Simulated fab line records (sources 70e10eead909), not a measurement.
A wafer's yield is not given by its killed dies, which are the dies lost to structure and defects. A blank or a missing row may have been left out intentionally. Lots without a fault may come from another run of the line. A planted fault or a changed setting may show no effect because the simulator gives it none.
Chamber matching / flow nand_harc / 3 sister chambers for NHARC_A_CONTACT_DESCUM_47 on rie_diel-09
The step chemistry O2, time 3 s. 16 wafers are shown with their chamber, then 6 later ones without.

WAFERS PAIRED WITH THEIR CHAMBERS
wafer=L079.2; chamber=0; showerhead_plenum_p_Torr (Torr)=1.88; drypump_motor_current_A (A)=6.0; oes_product_au (a.u.)=1.029
wafer=L079.4; chamber=2; showerhead_plenum_p_Torr (Torr)=1.79; drypump_motor_current_A (A)=6.2; oes_product_au (a.u.)=1.014
wafer=L079.5; chamber=0; showerhead_plenum_p_Torr (Torr)=1.88; drypump_motor_current_A (A)=6.0; oes_product_au (a.u.)=1.023
wafer=L084.4; chamber=1; showerhead_plenum_p_Torr (Torr)=1.85; drypump_motor_current_A (A)=6.2; oes_product_au (a.u.)=0.996
wafer=L084.5; chamber=1; showerhead_plenum_p_Torr (Torr)=1.85; drypump_motor_current_A (A)=6.2; oes_product_au (a.u.)=0.994
wafer=L084.6; chamber=0; showerhead_plenum_p_Torr (Torr)=1.87; drypump_motor_current_A (A)=6.0; oes_product_au (a.u.)=1.018
wafer=L087.1; chamber=1; showerhead_plenum_p_Torr (Torr)=1.85; drypump_motor_current_A (A)=6.3; oes_product_au (a.u.)=1.000
wafer=L087.4; chamber=0; showerhead_plenum_p_Torr (Torr)=1.87; drypump_motor_current_A (A)=6.0; oes_product_au (a.u.)=1.010
wafer=L087.6; chamber=1; showerhead_plenum_p_Torr (Torr)=1.85; drypump_motor_current_A (A)=6.2; oes_product_au (a.u.)=0.986
wafer=L086.3; chamber=0; showerhead_plenum_p_Torr (Torr)=1.87; drypump_motor_current_A (A)=6.0; oes_product_au (a.u.)=1.015
wafer=L086.4; chamber=2; showerhead_plenum_p_Torr (Torr)=1.78; drypump_motor_current_A (A)=6.2; oes_product_au (a.u.)=1.020
wafer=L086.5; chamber=0; showerhead_plenum_p_Torr (Torr)=1.87; drypump_motor_current_A (A)=6.0; oes_product_au (a.u.)=1.008
wafer=L088.3; chamber=0; showerhead_plenum_p_Torr (Torr)=1.87; drypump_motor_current_A (A)=6.0; oes_product_au (a.u.)=1.023
wafer=L088.5; chamber=1; showerhead_plenum_p_Torr (Torr)=1.85; drypump_motor_current_A (A)=6.2; oes_product_au (a.u.)=1.007
wafer=L088.6; chamber=0; showerhead_plenum_p_Torr (Torr)=1.86; drypump_motor_current_A (A)=6.0; oes_product_au (a.u.)=1.012
wafer=L090.1; chamber=0; showerhead_plenum_p_Torr (Torr)=1.86; drypump_motor_current_A (A)=6.0; oes_product_au (a.u.)=1.016

SIGNATURES (means of the wafers above)
reading=showerhead_plenum_p_Torr; chamber 0=1.8700; chamber 1=1.8500; chamber 2=1.7850; scatter within a chamber=0.00588
reading=drypump_motor_current_A; chamber 0=6.000; chamber 1=6.220; chamber 2=6.200; scatter within a chamber=0.0248
reading=oes_product_au; chamber 0=1.01711; chamber 1=0.99660; chamber 2=1.01700; scatter within a chamber=0.00698
Rule: for each reading, subtract the chamber's mean from the wafer's reading, divide by that reading's scatter and square the result; add these up over the readings and take the root, which gives the wafer's distance from the chamber. If the next closest chamber is less than 2 further off than the closest, the wafer can't be placed; otherwise it belongs to the closest. The scatter is the square root of a quotient: the sum, over the shown wafers, of each reading's squared deviation from its chamber's mean, divided by wafers minus chambers.

WAFERS MISSING THEIR CHAMBER
wafer=L090.4; showerhead_plenum_p_Torr (Torr)=1.78; drypump_motor_current_A (A)=6.2; oes_product_au (a.u.)=1.010
wafer=L095.1; showerhead_plenum_p_Torr (Torr)=1.84; drypump_motor_current_A (A)=6.2; oes_product_au (a.u.)=0.992
wafer=L095.2; showerhead_plenum_p_Torr (Torr)=1.86; drypump_motor_current_A (A)=6.0; oes_product_au (a.u.)=1.021
wafer=L095.4; showerhead_plenum_p_Torr (Torr)=1.84; drypump_motor_current_A (A)=6.2; oes_product_au (a.u.)=0.996
wafer=L094.3; showerhead_plenum_p_Torr (Torr)=1.86; drypump_motor_current_A (A)=6.0; oes_product_au (a.u.)=1.013
wafer=L094.6; showerhead_plenum_p_Torr (Torr)=1.86; drypump_motor_current_A (A)=6.1; oes_product_au (a.u.)=1.012

CHAMBER TAKEN BY EACH
wafer=L090.4; from the rows above=2; in truth=2
wafer=L095.1; from the rows above=1; in truth=1
wafer=L095.2; from the rows above=0; in truth=0
wafer=L095.4; from the rows above=1; in truth=1
wafer=L094.3; from the rows above=0; in truth=0
wafer=L094.6; from the rows above=can't be placed: 0 or 1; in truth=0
Correct placement for 5 of the 6. From these rows, 1 cannot be placed; in 1 the true chamber is one of the candidates. Placed wrongly: 0.
